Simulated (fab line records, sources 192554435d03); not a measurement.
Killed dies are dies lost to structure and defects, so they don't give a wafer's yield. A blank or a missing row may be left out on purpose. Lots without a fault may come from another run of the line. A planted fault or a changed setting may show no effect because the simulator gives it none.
Which tool did it? | flow n5_finfet | 9 lots, 26 wafers sampled, at 5 steps of a route of 1938

WHAT THE GAUGES READ, wafer by wafer
N5_BEOL_M9_OCD_MEAS_38.
lot  | measured     | on     | trench_depth_nm (nm)
L221 | day 9 18:06  | ocd-01 | 149.7 155.1
L222 | day 9 20:58  | ocd-02 | 152.2 148.1 149.0
L227 | day 11 00:40 | ocd-02 | 153.7 149.5 149.3
L232 | day 12 19:05 | ocd-01 | 147.0 146.3 147.1
L236 | day 13 01:00 | ocd-01 | 146.0 149.9 136.4
L239 | day 13 21:41 | ocd-01 | 151.0 153.7 148.6
L241 | day 14 17:23 | ocd-02 | 155.4 155.4 154.1
L243 | day 15 00:16 | ocd-02 | 149.3 148.9 151.9
L244 | day 15 05:44 | ocd-01 | 150.4 154.8 154.5

WHICH TOOL RAN EACH LOT (tool, then ch and the chambers of the sampled wafers, then the start)
lot  | N5_BEOL_M9_HM_DEP_02         | N5_BEOL_M9_DESCUM_16               | N5_BEOL_M9_DESCUM_33               | N5_BEOL_M9_TRENCH_ETCH_37
L221 | pvd_sputter-03, day 9 15:35  | rie_diel-01 ch 1,3, day 9 16:38    | rie_diel-01 ch 0,3, day 9 17:38    | rie_diel-01 ch 0,3, day 9 17:56
L222 | pvd_sputter-03, day 9 18:32  | rie_diel-01 ch 1,2,3, day 9 19:07  | rie_diel-03 ch 0,1, day 9 20:31    | rie_diel-03 ch 0,1, day 9 20:48
L227 | pvd_sputter-02, day 10 22:45 | rie_diel-01 ch 0,3, day 10 23:20   | rie_diel-01 ch 1,3, day 11 00:13   | rie_diel-01 ch 1,3, day 11 00:29
L232 | pvd_sputter-01, day 12 16:49 | rie_diel-01 ch 0,1,3, day 12 17:24 | rie_diel-03 ch 0,1, day 12 18:38   | rie_diel-03 ch 0,1, day 12 18:55
L236 | pvd_sputter-02, day 12 22:58 | rie_diel-02 ch 2,3, day 12 23:28   | rie_diel-03 ch 0,1,2, day 13 00:32 | rie_diel-03 ch 0,1,2, day 13 00:49
L239 | pvd_sputter-03, day 13 19:25 | rie_diel-01 ch 0,1,3, day 13 20:00 | rie_diel-01 ch 0,1,3, day 13 21:14 | rie_diel-01 ch 0,1,3, day 13 21:31
L241 | pvd_sputter-03, day 14 15:13 | rie_diel-03 ch 0,3, day 14 15:40   | rie_diel-01 ch 0, day 14 16:43     | rie_diel-01 ch 0, day 14 17:08
L243 | pvd_sputter-02, day 14 21:59 | rie_diel-03 ch 2,3, day 14 22:42   | rie_diel-02 ch 0,3, day 14 23:48   | rie_diel-02 ch 0,3, day 15 00:05
L244 | pvd_sputter-01, day 15 03:22 | rie_diel-01 ch 0,2,3, day 15 03:56 | rie_diel-01 ch 0,3, day 15 05:17   | rie_diel-01 ch 0,3, day 15 05:34
- N5_BEOL_M9_HM_DEP_02: deposits TiN, target thk 20 nm.
- N5_BEOL_M9_DESCUM_16: chemistry O2, time 7.9 s.
- N5_BEOL_M9_DESCUM_33: chemistry O2, time 7 s.
- N5_BEOL_M9_TRENCH_ETCH_37: etches SiCOH lowk in C4F6/O2, target depth 151.43 nm, time 49 s.

THE ANSWER, worked out from the rows above alone
Rule: what is usual is taken from the lots themselves. Put in order of their means at a reading, lots are off if they are a third of the lots or fewer, leave a main group of 4 or more, and stand apart from it by a gap of 3 or more times the standard deviation of the main group's means; of several such gaps the widest counts. A main group whose means are all the same, to the digits that the tables above print for the reading, isn't used. A lot without any number at a reading at which 4 lots or more have one is off too. The other lots that the step has rows for count as sound.
No lot is off at any reading shown: from this, nothing can be told.

WHAT THE SIMULATOR HAD PUT IN
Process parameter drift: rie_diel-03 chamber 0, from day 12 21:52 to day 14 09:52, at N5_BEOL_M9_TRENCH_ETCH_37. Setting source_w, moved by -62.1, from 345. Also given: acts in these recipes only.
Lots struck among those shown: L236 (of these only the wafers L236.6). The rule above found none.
